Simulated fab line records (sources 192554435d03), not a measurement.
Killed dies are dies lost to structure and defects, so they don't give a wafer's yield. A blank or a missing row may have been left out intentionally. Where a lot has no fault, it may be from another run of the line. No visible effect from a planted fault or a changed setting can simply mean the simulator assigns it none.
fab line records | flow n5-finfet
record: lots: 4 | wafers: 12 | last-day: 16
route steps=1938 shown GATE_CUT@490 MOL_CONTACT_COAG@517 PASSIVATION@1936
lots that met no fault: from a run of the same line without faults
start-h: hours from the record's opening day to when the first of the lot's shown wafers began | wait-h: hours elapsed since this lot's preceding step | " as in the row above | L1.1+2: a row that stands for several wafers | - value missing, or start not given | * or withheld: withheld | < > ~ a bound
route shown NAME@n: NAME is a module with steps in the file, n the number in the route of the first one | usual: average and standard deviation across the fault-free wafers | same: alike in all rows | chamber/n: place in a boat | sites: per-site readings | _std_site: standard deviation across them | _edge_site: outer sites' mean less inner sites' | radius-mm: for every site, how far away it sits from the centre of the wafer | mask NAME#n: copy n | behind: tool/chamber where the wafer was last shaped | hold: what put the lot on hold/how long, in hours/how the hold closed | device: transistor that didn't switch, given as n, p or np | end of line: at the end of the route, the tests of the same wafers | for a step that has no rows: nothing shown but its recipe | killed: dies lost to structure and defects at the first sort, not the wafer's yield | map: a wafer's dies, marking killed ones x, the rest . and places with no die _
set.NAME: the setting as run; set.NAME@STEP: as run at that earlier step | model.NAME: the simulator's own value behind a step, which no gauge read
lots seen at some steps along the route; tables by step, rows by wafer
services: the hour from which a tool's chamber was out of use, counted from the record's first day as start-h (under 0 if before that day), plus the number of hours and why
== steps ==
step: N5_GATE_CUT_DESCUM_18
recipe: chemistry: O2 | time-s: 7 | source-power-w: 50 | bias-power-w: 20 | pressure-mtorr: 20 | rf-frequency-hz: 2.712e+07 | temp-c: 40 | resist: CAR-EUV | o2-flow-sccm: 225
step: N5_GATE_CUT_ETCH_28
recipe: chemistry: N2/H2 | target: underlayer | target-depth-a: 130 | mask-material: CAR-EUV | time-s: 10.4 | ion-energy-ev: 200 | pressure-mtorr: 30 | source-w: 840 | bias-w: 150 | n2-flow-sccm: 200 | h2-flow-sccm: 200 | ends: cleared
step: N5_GATE_CUT_ETCH_36
recipe: chemistry: CF4 | target: SiARC | target-depth-a: 130 | mask-material: CAR-EUV | time-s: 21.7 | ion-energy-ev: 80 | pressure-mtorr: 40 | source-w: 545 | bias-w: 36 | Ar_flow_sccm: 100 | cf4-flow-sccm: 100 | ends: cleared
step: N5_GATE_CUT_ETCH_37
recipe: chemistry: N2/H2 | target: SOC | target-depth-a: 600 | overetch-a: 120 | mask-material: SiARC | temp-c: 40 | time-s: 90 | ion-energy-ev: 200 | pressure-mtorr: 30 | source-w: 840 | bias-w: 150 | n2-flow-sccm: 200 | h2-flow-sccm: 200
step: N5_GATE_CUT_STRIP_38
recipe: chemistry: N2/H2 | temp-c: 40 | n2-flow-sccm: 200 | h2-flow-sccm: 200 | rf-frequency-hz: 6e+07
step: N5_GATE_CUT_STRIP_39
recipe: chemistry: N2/H2 | temp-c: 40 | n2-flow-sccm: 200 | h2-flow-sccm: 200 | rf-frequency-hz: 6e+07
step: N5_GATE_CUT_HM_OPEN_40
recipe: chemistry: C4F6/O2 | target: SiO2 | mask-material: SiARC | target-depth-a: 1390 | time-s: 85.1 | ion-energy-ev: 250 | pressure-mtorr: 30 | source-w: 345 | bias-w: 185 | Ar_flow_sccm: 300 | C4F6_flow_sccm: 10 | O2_flow_sccm: 10 | ends: cleared
step: N5_GATE_CUT_STRIP_41
recipe: chemistry: CF4 | resist: SiARC | power-w: 300 | bias-power-w: 75 | pressure-mtorr: 50 | cf4-flow-sccm: 150 | rf-frequency-hz: 6e+07
step: N5_GATE_CUT_STRIP_42
recipe: chemistry: O2 | power-w: 400 | temp-c: 40 | pressure-mtorr: 30 | rf-frequency-hz: 6e+07 | bias-power-w: 0 | overash-fraction: 0.3 | o2-flow-sccm: 225
step: N5_GATE_CUT_ETCH_19
recipe: chemistry: CH3F/O2 | target: SiNx | mask-material: SiO2 | target-depth-a: 537 | time-s: 76.7 | pressure-mtorr: 30 | source-w: 395 | bias-w: 73 | Ar_flow_sccm: 150 | CH3F_flow_sccm: 30 | O2_flow_sccm: 20 | ion-energy-ev: 120 | ends: cleared
step: N5_GATE_CUT_CUT_ETCH_53
recipe: chemistry: SF6/Cl2 | target: W | mask-material: SiO2 | target-depth-a: 792 | pressure-mtorr: 8 | icp-w: 900 | bias-w: 80 | SF6_flow_sccm: 40 | Cl2_flow_sccm: 60 | ends: cleared
usual: drypump-motor-current-A: 5.7/0.37 | etch-rf-on-time-s: 26.3/0.66 | he-backside-leak-sccm: 3.5/0.31 | oes-product-au: 0.62/0.096 | throttle-valve-pct: 29.08/0.2
lot.wafer | tool         | chamber | start-h | wait-h | drypump-motor-current-A | etch-rf-on-time-s | he-backside-leak-sccm | oes-product-au | rf-hours-counter-h | throttle-valve-pct
L123.2    | rie-metal-02 | 0       | 131.74  | 0.1    | 5.1                     | 25.8              | 3.4                   | 0.73           | 29                 | 28.85
L123.4    | "            | 0       | "       | "      | 5.1                     | 25.7              | 3.4                   | 0.73           | -                  | 28.86
L123.6    | "            | 0       | "       | "      | 5.1                     | 25.7              | 3.1                   | 0.73           | -                  | 28.87
L130.1    | rie-metal-03 | 1       | 170.76  | 0.1    | 5.1                     | 26.7              | 3.2                   | 0.87           | 0                  | 28.78
L130.4    | "            | 1       | "       | "      | 5.1                     | 26.5              | 3.2                   | 0.89           | -                  | 28.78
L130.6    | "            | 0       | "       | "      | 5.7                     | 25.3              | 4.7                   | 0.56           | -                  | 29.27
L132.1    | rie-metal-03 | 0       | 181.91  | 0.1    | 5.7                     | 25.1              | 3.7                   | 0.56           | 120                | 29.29
L132.2    | "            | 1       | "       | "      | 5.1                     | 26.4              | 3.1                   | 0.86           | 1                  | 28.79
L132.5    | "            | 0       | "       | "      | 5.7                     | 25.3              | 3.4                   | 0.57           | -                  | 29.28
L134.1    | rie-metal-03 | 1       | 191.92  | 0.1    | 5.1                     | 26.7              | 3.3                   | 0.85           | 2                  | 28.77
L134.3    | "            | 0       | "       | "      | 5.7                     | 25.3              | 3.4                   | 0.56           | -                  | 29.28
L134.5    | "            | 1       | "       | "      | 5.1                     | 26.8              | 3.3                   | 0.85           | -                  | 28.79
step: N5_GATE_CUT_CUT_ETCH_54
recipe: chemistry: Cl2/BCl3 | target: TiN | mask-material: SiO2 | target-depth-a: 967 | pressure-mtorr: 10 | icp-w: 1000 | bias-w: 126 | Cl2_flow_sccm: 53.25 | bcl3-flow-sccm: 21.75 | Ar_flow_sccm: 25 | ends: cleared
step: N5_GATE_CUT_CUT_ETCH_55
recipe: chemistry: BCl3 | target: HfO2 | mask-material: SiO2 | target-depth-a: 32 | ion-energy-ev: 30 | pressure-mtorr: 5 | icp-w: 450 | bias-w: 18 | bcl3-flow-sccm: 80
step: N5_GATE_CUT_ETCH_47
recipe: chemistry: Cl2/BCl3 | target: SiO2 | target-depth-a: 100 | pressure-mtorr: 10 | icp-w: 1000 | bias-w: 126 | Cl2_flow_sccm: 53.25 | bcl3-flow-sccm: 21.75 | Ar_flow_sccm: 25
step: N5_GATE_CUT_VAPOR_ETCH_48
recipe: chemistry: BCl3/Cl2 | target: TiN | mode: isotropic
step: N5_GATE_CUT_VAPOR_ETCH_49
recipe: chemistry: BCl3/Cl2 | target: TiAlC | mode: isotropic
step: N5_GATE_CUT_VAPOR_ETCH_51
recipe: chemistry: BCl3/Cl2 | target: HfO2 | mode: isotropic
step: N5_GATE_CUT_STRIP_21
recipe: chemistry: N2/H2 | time-s: 30 | power-w: 1000 | temp-c: 250 | pressure-mtorr: withheld | n2-flow-sccm: 1750 | h2-flow-sccm: 3250
step: N5_GATE_CUT_STRIP_29
recipe: chemistry: post-etch-residue-remover | time-s: 60 | temp-c: 25 | remover-ph: withheld | remover-water-wt-pct: withheld | remover-fluoride-wt-pct: withheld
step: N5_GATE_CUT_SRD_52
recipe: dry: ipa-marangoni | time-s: 30 | temp-c: 23 | rinse-liquid: diw
step: N5_GATE_CUT_ALD_22
recipe: material: SiNx | target-thk-a: 160 | temp-c: 400 | ald-precursor-family: SiH2I2 | ald-co-reactant: N2/H2-plasma | pulse-time-s: 1 | ald-cycles: 320 | purge-time-s: 2 | co-reactant-purge-time-s: 2 | pressure-torr: 2
step: N5_GATE_CUT_CMP_23
recipe: stop-on: SiO2 | t-overpolish-s: 23.4 | post-cmp-clean: alkaline-brush | down-force-psi: 2.5 | platen-rpm: 51.8 | pad-velocity-m-s: 1.0307 | target-thk-nm: 16
step: N5_GATE_CUT_CMP_43
recipe: material: SiO2 | post-cmp-clean: rinse-only
step: N5_GATE_CUT_CMP_61
recipe: stop-on: SiNx | t-overpolish-s: 3 | post-cmp-clean: alkaline-brush | down-force-psi: 4 | platen-rpm: 27.09 | pad-velocity-m-s: 0.539
step: N5_MOL_CONTACT_COAG_COAT_103
recipe: resist: SOC | temp-c: 250 | time-s: 60 | spin-rpm: 1500 | resist-thk-nm: 80
step: N5_MOL_CONTACT_COAG_COAT_104
recipe: resist: SiARC | temp-c: 220 | time-s: 60 | spin-rpm: 1500 | resist-thk-nm: 12
step: N5_MOL_CONTACT_COAG_COAT_58
recipe: resist: underlayer | temp-c: 205 | time-s: 60 | spin-rpm: 1500 | resist-thk-nm: 10
step: N5_MOL_CONTACT_COAG_COAT_02
recipe: resist: CAR-EUV | spin-rpm: 1500 | resist-thk-nm: 30
step: N5_MOL_CONTACT_COAG_EBR_04
recipe: solvent: PGMEA | ebr-width-mm: 1.5
step: N5_MOL_CONTACT_COAG_SOFTBAKE_03
recipe: temp-c: 110 | time-s: 60 | resist: CAR-EUV
step: N5_MOL_CONTACT_COAG_EXPOSE_05
recipe: mask-id: CA | na: 0.33 | source-shape: annular | sigma-inner: 0.4 | sigma-outer: 0.8 | polarization: unpolarized | defocus-nm: 0 | dose-mj: 38.25
step: N5_MOL_CONTACT_COAG_PEB_06
recipe: peb-temp-c: 100 | peb-time-s: 60 | resist: CAR-EUV
step: N5_MOL_CONTACT_COAG_DEVELOP_07
recipe: develop-time-s: 30 | developer: TMAH | resist: CAR-EUV | rinse-liquid: surfactant-rinse | dry: air-spin | dev-temp-c: 23
step: N5_MOL_CONTACT_COAG_DESCUM_13
recipe: chemistry: O2 | time-s: 7 | source-power-w: 50 | bias-power-w: 20 | pressure-mtorr: 20 | rf-frequency-hz: 2.712e+07 | temp-c: 40 | resist: CAR-EUV | o2-flow-sccm: 225
step: N5_PASSIVATION_PROBE_49
usual: defect-limited-yield: 91.6/1.6 | killed_at_M0_to_M3: 31/10 | killed_at_M4_up: 14/6.3 | killed-at-contacts: 12/6.1 | killed-at-front-end: 39/12 | killed-at-other: 3.7/2.8 | killed-dies: 100/19 | killed-open: 66/14 | killed-short: 33/8.1 | sort_bin_4_leakage: 0.00/0.014 | sort_bin_5_function: 5.0/1.1 | sort_bin_6_memory: 3.2/0.66 | sort-n-pass: 1080/18 | sort-yield-pct: 91.6/1.6
same: gross-dies: 1180 | killed-at-back-side: 0 | sort_bin_8_speed[%]: 0
lot.wafer | tool      | chamber | start-h | wait-h | defect-limited-yield[%] | killed_at_M0_to_M3 | killed_at_M4_up | killed-at-contacts | killed-at-front-end | killed-at-other | killed-dies | killed-open | killed-short | sort_bin_4_leakage[%] | sort_bin_5_function[%] | sort_bin_6_memory[%] | sort-n-pass | sort-yield-pct[%]
L123.2    | prober-02 | -       | 314.54  | 0.1    | 91.4                    | 39                 | 13              | 7                  | 34                  | 9               | 102         | 63          | 36           | 0                     | 4.2                    | 3.9                  | 1078        | 91.4
L123.4    | prober-02 | -       | 314.64  | 0.2    | 91.9                    | 35                 | 21              | 6                  | 32                  | 2               | 96          | 63          | 33           | 0                     | 5.3                    | 2.5                  | 1084        | 91.9
L123.6    | prober-02 | -       | 314.74  | 0.3    | 88.2                    | 48                 | 15              | 12                 | 54                  | 10              | 139         | 95          | 43           | 0                     | 6.4                    | 4.7                  | 1041        | 88.2
L132.1    | prober-01 | -       | 376.87  | 0.0    | 81.4                    | 24                 | 14              | 8                  | 170                 | 4               | 220         | 53          | 24           | 0                     | 12.1                   | 3.3                  | 960         | 81.4
L132.2    | prober-01 | -       | 376.92  | 0.1    | 79.9                    | 28                 | 24              | 12                 | 170                 | 3               | 237         | 63          | 44           | 0                     | 12.8                   | 4.2                  | 943         | 79.9
L132.5    | prober-01 | -       | 377.07  | 0.2    | 80.9                    | 19                 | 18              | 4                  | 177                 | 7               | 225         | 53          | 25           | 0.17                  | 13.0                   | 3.3                  | 953         | 80.8
L134.1    | prober-01 | -       | 382.68  | 0.0    | 80.7                    | 27                 | 4               | 10                 | 184                 | 3               | 228         | 67          | 33           | 0                     | 11.7                   | 4.0                  | 952         | 80.7
L134.3    | prober-01 | -       | 382.78  | 0.1    | 80.9                    | 26                 | 11              | 13                 | 173                 | 2               | 225         | 56          | 23           | 0                     | 11.4                   | 4.2                  | 955         | 80.9
L134.5    | prober-01 | -       | 382.88  | 0.2    | 81.6                    | 26                 | 6               | 8                  | 173                 | 4               | 217         | 48          | 30           | 0                     | 11.3                   | 3.4                  | 963         | 81.6
killed by level:class
L123.2 BEOL_M0_SAQP:geometric-particle:short=9 BEOL_M0_SAQP:geometric-particle:open=8 BEOL_M1:geometric-particle:open=7 FIN_SAQP:geometric-particle:open=6 MOL_CONTACT_COAG:geometric-particle:open=6 FIN_SAQP:geometric-particle:short=5 BEOL_M3:geometric-particle:open=5 BEOL_M4:geometric-particle:open=5
L123.4 FIN_SAQP:geometric-particle:short=12 BEOL_M3:geometric-particle:open=11 BEOL_M4:geometric-particle:open=7 FIN_SAQP:geometric-particle:open=5 MOL_CONTACT_COAG:geometric-particle:open=5 BEOL_M0_SAQP:geometric-particle:short=5 BEOL_M0:geometric-particle:open=5 BEOL_M2:geometric-particle:open=5
L123.6 BEOL_M3:geometric-particle:open=23 FIN_SAQP:geometric-particle:short=14 FIN_SAQP:geometric-particle:open=12 MOL_CONTACT_COAG:geometric-particle:open=11 STI_FIN_REVEAL:geometric-particle:open=7 BEOL_M0_SAQP:geometric-particle:short=6 BEOL_M0_SAQP:geometric-particle:open=6 BEOL_M2:geometric-particle:open=6
L132.1 GATE_CUT:unspecified=142 BEOL_M4:geometric-particle:open=8 BEOL_M3:geometric-particle:open=7 STI_FIN_REVEAL:geometric-particle:open=6 MOL_CONTACT_COAG:geometric-particle:open=6 GATE_CUT:geometric-particle:short=5 BEOL_M0_SAQP:geometric-particle:open=4 BEOL_M2:geometric-particle:open=4
L132.2 GATE_CUT:unspecified=130 MOL_CONTACT_COAG:geometric-particle:open=10 STI_FIN_REVEAL:geometric-particle:open=7 BEOL_M1:geometric-particle:open=7 BEOL_M0_SAQP:geometric-particle:short=6 BEOL_M4:geometric-particle:open=6 FIN_SAQP:geometric-particle:short=5 GATE_CUT:geometric-particle:short=5
L132.5 GATE_CUT:unspecified=146 BEOL_M4:geometric-particle:open=8 BEOL_M1:geometric-particle:open=6 FIN_SAQP:geometric-particle:short=4 FIN_SAQP:geometric-particle:open=4 STI_FIN_REVEAL:geometric-particle:open=4 GATE_CUT:geometric-particle:short=4 BEOL_M3:geometric-particle:open=4
L134.1 GATE_CUT:unspecified=128 STI_FIN_REVEAL:geometric-particle:open=16 FIN_SAQP:geometric-particle:open=14 BEOL_M0_SAQP:geometric-particle:short=9 MOL_CONTACT_COAG:geometric-particle:open=8 STI_FIN_REVEAL:geometric-particle:short=6 BEOL_M3:geometric-particle:open=6 BEOL_M2:geometric-particle:open=5
L134.3 GATE_CUT:unspecified=145 MOL_CONTACT_COAG:geometric-particle:open=10 BEOL_M0_SAQP:geometric-particle:short=6 BEOL_M2:geometric-particle:open=6 FIN_SAQP:geometric-particle:open=5 BEOL_M3:geometric-particle:open=5 BEOL_M4:geometric-particle:open=5 BEOL_M0_SAQP:geometric-particle:open=4
L134.5 GATE_CUT:unspecified=139 BEOL_M3:geometric-particle:open=9 FIN_SAQP:geometric-particle:short=7 FIN_SAQP:geometric-particle:open=6 MOL_CONTACT_COAG:geometric-particle:open=6 BEOL_M2:geometric-particle:open=6 STI_FIN_REVEAL:geometric-particle:open=5 DUMMY_GATE:geometric-particle:open=4
map L132.2 (x killed, . not)
_________________............________________
______________............x....._____________
___________x....xx...x....x........__________
__________.......x.................._________
________..x......x.......x...x.....x.._______
_______...........x............x.......______
______.....x.............x.............._____
_____..x.........x.......x.x...........x.____
____.........................x..x...x.....___
___....x........x..........................__
___x..xx......x............x..x............__
__...xx.x..................................._
__..xxxxxxxx.....................x........x._
_.xxxxxxxxx.xxx................x........x....
_xxxxxxxxxxxxx..................xx.....x.....
_xxxxxxxxxxxxx......x.....................xx.
_.xxxxxxxxxxxxx.......x......x...........x...
_xxxxxxxxxxxxx.x....x.x....xx..........x.....
_xxxxxxxxxxxxxx....x..x..x...x....x..........
_xxxxxxxxxxxx......................x.........
_.xxxxxxxxxxxx..............x.x...........x.x
__xxxxxxxxxxxxxxx.x..x........x...x........._
__.....xxx..x.................x...x........._
___...xxx.x..................xx.....x......__
___........x........x.......x..............__
____.......x....................x..x......___
_____........x..x....x.................x.____
______......................x....xx....._____
_______.................x..............______
________........x.x........xxx...x...._______
__________.................x...x.x.._________
___________.x...x.........x..x.....__________
______________..x..........x...._____________
_________________x........x..________________
map L134.1 (x killed, . not)
_________________............________________
______________.....x.xx........._____________
___________................x....x..__________
__________.xx...............x......._________
________............xx....x..x........_______
_______......x..............x.....x....______
______........x......x..x.x.x.x........._____
_____x......x....x.......................____
____........................x.............___
___......x.......x...x.........xx..........__
___....x..xx.......x..x.x........x..x......__
__xx.x.xxx................x..............x.._
__xxx...xxx..x..............x....x.......x.x_
_.xx.xxxxxxxx..............x..x..............
_xxxxxxxxxxxx.x..............................
_xxxxxxxxxxxxxx....x.............x...........
_xxxxxxxxxxxxxx.x........x..x................
_xxxxxxxxxxxxxx..............................
_.xxxxxxxxxxxxx.x.....x.......x..............
_x.xxxxxxxxxx....................x..........x
_xxxxxxxxxxx........x........................
__x.xxxxxxxxx.xx.....x....................x._
__..x.xx....x.x...x........................._
___..x..xx.x....x.x..x....x......x.x....x..__
___..x...x.........x.......x....x...x......__
____.........x................x...x.......___
_____...................x..............x.____
______.......x.........................._____
_______..................x.....x....x..______
________x.........x.xx........x......._______
__________...............x.....xx..._________
___________........x..............x__________
______________.x................_____________
_________________........x...________________
== services ==
tool         | chamber | start-h | hours | kind
rie-metal-02 | 1       | 136.47  | 5.3   | repair
rie-metal-03 | -       | 146.71  | 0.8   | repair
rie-metal-03 | 1       | 151.56  | -     | clean
rie-metal-03 | 1       | 151.56  | 14.8  | scheduled-down
rie-metal-03 | 1       | 151.56  | 14.8  | vent-cycle
== key ==
first-sign: step: N5_PASSIVATION_PROBE_49 | reading: killed-at-front-end | direction: up | sigmas: 11 | usual: 39 | struck: 174
effect: step: N5_PASSIVATION_PROBE_49 | reading: defect-limited-yield | direction: down | sigmas: 6.8 | usual: 91.6 | struck: 80.9
more-kills-born-at: N5_GATE_CUT_CUT_ETCH_53@rie-metal-03: 830
met-at N5_GATE_CUT_CUT_ETCH_53
struck-wafers L132.1,L132.2,L132.5,L134.1,L134.3,L134.5
onset-between 170.76 181.91
also-fits time
fault: kind: chamber-particle-source | tool: rie-metal-03 | chamber: - | onset-h: 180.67 | steps: N5_GATE_CUT_CUT_ETCH_53 | rate-per-visit-cm2: 1.496 | end-h: 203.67
